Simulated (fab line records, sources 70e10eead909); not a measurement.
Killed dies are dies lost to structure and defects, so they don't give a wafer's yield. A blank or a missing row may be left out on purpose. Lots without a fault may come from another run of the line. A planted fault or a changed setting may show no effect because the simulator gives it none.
Chamber matching | flow nand_harc | NHARC_A_STAIRCASE_DESCUM_291 on rie_diel-12: 4 sister chambers
The step chemistry O2, time 3 s. 20 wafers are shown with their chamber, then 10 later ones without.

WAFERS WITH THEIR CHAMBER
wafer  | chamber | drypump_motor_current_A (A) | showerhead_plenum_p_Torr (Torr) | oes_product_au (a.u.)
L074.1 | 0       | 5.7                         | 1.90                            | 1.016
L074.3 | 1       | 5.9                         | 1.98                            | 1.012
L074.6 | 2       | 6.2                         | 2.02                            | 0.981
L076.1 | 0       | 5.7                         | 1.90                            | 1.023
L076.3 | 1       | 5.9                         | 1.98                            | 1.006
L076.6 | 0       | 5.7                         | 1.90                            | 1.021
L078.1 | 2       | 6.2                         | 2.02                            | 1.000
L078.3 | 0       | 5.7                         | 1.90                            | 1.015
L078.5 | 1       | 5.9                         | 1.97                            | 1.010
L080.1 | 0       | 5.7                         | 1.90                            | 1.012
L080.4 | 1       | 5.9                         | 1.97                            | 0.993
L080.5 | 2       | 6.2                         | 2.01                            | 1.000
L083.1 | 3       | 6.0                         | 1.97                            | 1.008
L083.3 | 1       | 5.9                         | 1.97                            | 0.992
L083.5 | 2       | 6.3                         | 2.01                            | 0.988
L085.3 | 3       | 6.0                         | 1.96                            | 1.007
L085.4 | 1       | 5.9                         | 1.97                            | 1.006
L085.6 | 0       | 5.7                         | 1.89                            | 1.015
L089.1 | 3       | 6.0                         | 1.96                            | 0.985
L089.2 | 1       | 5.9                         | 1.97                            | 0.996

SIGNATURES (means of the wafers above)
reading                  | chamber 0 | chamber 1 | chamber 2 | chamber 3 | scatter within a chamber
drypump_motor_current_A  | 5.700     | 5.900     | 6.225     | 6.000     | 0.0217
showerhead_plenum_p_Torr | 1.8983    | 1.9729    | 2.0150    | 1.9633    | 0.00496
oes_product_au           | 1.01700   | 1.00214   | 0.99225   | 1.00000   | 0.0083
Rule: a wafer's distance from a chamber is the root of the sum, over the readings, of the square of ((its reading less the chamber's mean) divided by the reading's scatter). The wafer belongs to the nearest chamber; if the next one is less than 2 further off, it can't be placed. The scatter: the root of (the sum of the squares of (reading less its chamber's mean) over the shown wafers, divided by (wafers less chambers)).

WAFERS WITHOUT THEIR CHAMBER
wafer  | drypump_motor_current_A (A) | showerhead_plenum_p_Torr (Torr) | oes_product_au (a.u.)
L089.5 | 6.2                         | 2.01                            | 0.986
L092.2 | 6.0                         | 1.96                            | 1.003
L092.3 | 5.7                         | 1.89                            | 1.017
L092.5 | 5.7                         | 1.89                            | 1.012
L095.1 | 5.7                         | 1.89                            | 1.012
L095.2 | 5.9                         | 1.96                            | 1.008
L095.4 | 6.0                         | 1.96                            | 0.996
L093.4 | 6.2                         | 2.01                            | 1.006
L093.5 | 6.2                         | 2.01                            | 0.996
L093.6 | 6.0                         | 1.96                            | 1.000

WHICH CHAMBER EACH WENT THROUGH
wafer  | from the rows above | in truth
L089.5 | 2                   | 2
L092.2 | 3                   | 3
L092.3 | 0                   | 0
L092.5 | 0                   | 0
L095.1 | 0                   | 0
L095.2 | 1                   | 1
L095.4 | 3                   | 3
L093.4 | 2                   | 2
L093.5 | 2                   | 2
L093.6 | 3                   | 3
Placed correctly: 10 of 10. Can't be placed from these rows: 0. Placed wrongly: 0.
